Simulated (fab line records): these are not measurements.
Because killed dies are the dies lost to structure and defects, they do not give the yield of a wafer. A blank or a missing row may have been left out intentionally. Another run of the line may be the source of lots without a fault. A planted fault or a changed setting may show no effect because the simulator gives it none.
Split-lot trial	flow n5Finfet	7 lots, 21 wafers read, on a route of 1938 steps

== ON THE SPLIT ==
At N5_BEOL_M11_COAT_63 (time 60 s, resist thk 100 nm), the setting spinRpm was moved away from the recipe's 1500 rpm on 7 of the 21 wafers read, by -9.6% to +9.1%. All remaining wafers had this setting at the recipe value.

== FROM THE SPLIT TO THE READING: what the file shows between them, 4 steps ==
- N5_BEOL_M11_COAT_64: time 60 s, resist thk 30 nm
- N5_BEOL_M11_COAT_22: resist thk 90 nm
- N5_BEOL_M11_DESCUM_33: chemistry O2, time 7.9 s
- N5_BEOL_M11_ETCH_65: etches SiARC in CF4, target depth 39 nm, time 65 s

== THE READING ==
etch.depthNm (the simulator's own value, which no gauge read), in nm, at N5_BEOL_M11_ETCH_66 (etches SOC in N2/H2, target depth 120 nm, overetch 24 nm, time 180 s). The file does not state a usual value for it. The 14 wafers here that ran the recipe average 100.13 nm, standard deviation 0.26 nm.

wafer	tool, chamber at the split	spinRpm as run, rpm	against the recipe	etch.depthNm, nm	against lot-mates on the recipe
L074.2	lithoTrack-02, 0	1500	recipe	100.1	-
L074.4	lithoTrack-02, 0	1500	recipe	99.91	-
L074.6	lithoTrack-02, 0	1500	recipe	99.92	-
L078.3	lithoTrack-01, 0	1386	-7.6%	104	+3.70
L078.5	lithoTrack-01, 0	1500	recipe	100.5	-
L078.6	lithoTrack-01, 0	1500	recipe	100.1	-
L077.3	lithoTrack-01, 0	1356	-9.6%	104.9	+5.15
L077.4	lithoTrack-01, 0	1500	recipe	99.67	-
L077.6	lithoTrack-01, 0	1500	recipe	99.83	-
L079.2	lithoTrack-01, 0	1500	recipe	99.97	-
L079.5	lithoTrack-01, 0	1422	-5.2%	102.9	+2.87
L079.6	lithoTrack-01, 0	1500	recipe	100.1	-
L082.2	lithoTrack-02, 0	1433	-4.5%	102.3	+2.20
L082.4	lithoTrack-02, 0	1500	recipe	100.1	-
L082.6	lithoTrack-02, 0	1433	-4.5%	102.4	+2.30
L094.3	lithoTrack-02, 0	1500	recipe	100.5	-
L094.4	lithoTrack-02, 0	1636	+9.1%	96.3	-4.20
L094.6	lithoTrack-02, 0	1636	+9.1%	96.07	-4.43
L096.1	lithoTrack-01, 0	1500	recipe	100.2	-
L096.2	lithoTrack-01, 0	1500	recipe	100.6	-
L096.6	lithoTrack-01, 0	1500	recipe	100.3	-

FIT RESULTS
A straight line over all 21 wafers: etch.depthNm changes by -0.472 nm for each +1% of spinRpm; r = -0.99; the points scatter about the line by 0.26 nm.
The same after taking each lot's own level away (the mean of its wafers on the recipe; 21 wafers): -0.499 nm for each +1%; r = -1.00; scatter 0.16 nm.
That fit puts the effect of the largest move of spinRpm on the reading at 4.8 nm.
From 99.750 to 100.500 nm: that is the span of the lots' own levels, equal to 2.9 times the standard deviation above.
So the lot-to-lot level changes the slope little: the two slopes agree.
Check: for one of the wafers moved furthest among these (-9.6%), held out of the fit, the line's prediction against its lot-mates is +4.72 nm. It came out at +5.15 nm against them.

== THESE WAFERS: OTHER SPLITS ==
Other splits were also applied to these wafers ahead of the reading. Each is held against what the fit with the lots' levels taken away leaves over:
other split on the same wafers	wafers away from the commonest value	r with etch.depthNm (lot level and that fit taken away)
N5_BEOL_M10_COAT_22 spinRpm	3	+0.22

== THE WHOLE CHAIN: every reading that the file lists as answering this split, in the file's order ==
step	what it does	reading	change (the file's fit)	r (the file's)
N5_BEOL_M11_COAT_63	time 60 s, resist thk 100 nm	SOC_of_BEOL_M11_COAT_63.thkNm (the simulator's own value, which no gauge read)	-0.511 nm for each +1% of the setting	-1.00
N5_BEOL_M11_ETCH_66	etches SOC in N2/H2, target depth 120 nm, overetch 24 nm, time 180 s	etch.depthNm (the simulator's own value, which no gauge read)	-0.506 nm for each +1% of the setting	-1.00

== FILE'S OWN FIT ==
etch.depthNm changes by -0.506 nm for each +1% of spinRpm, r = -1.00.
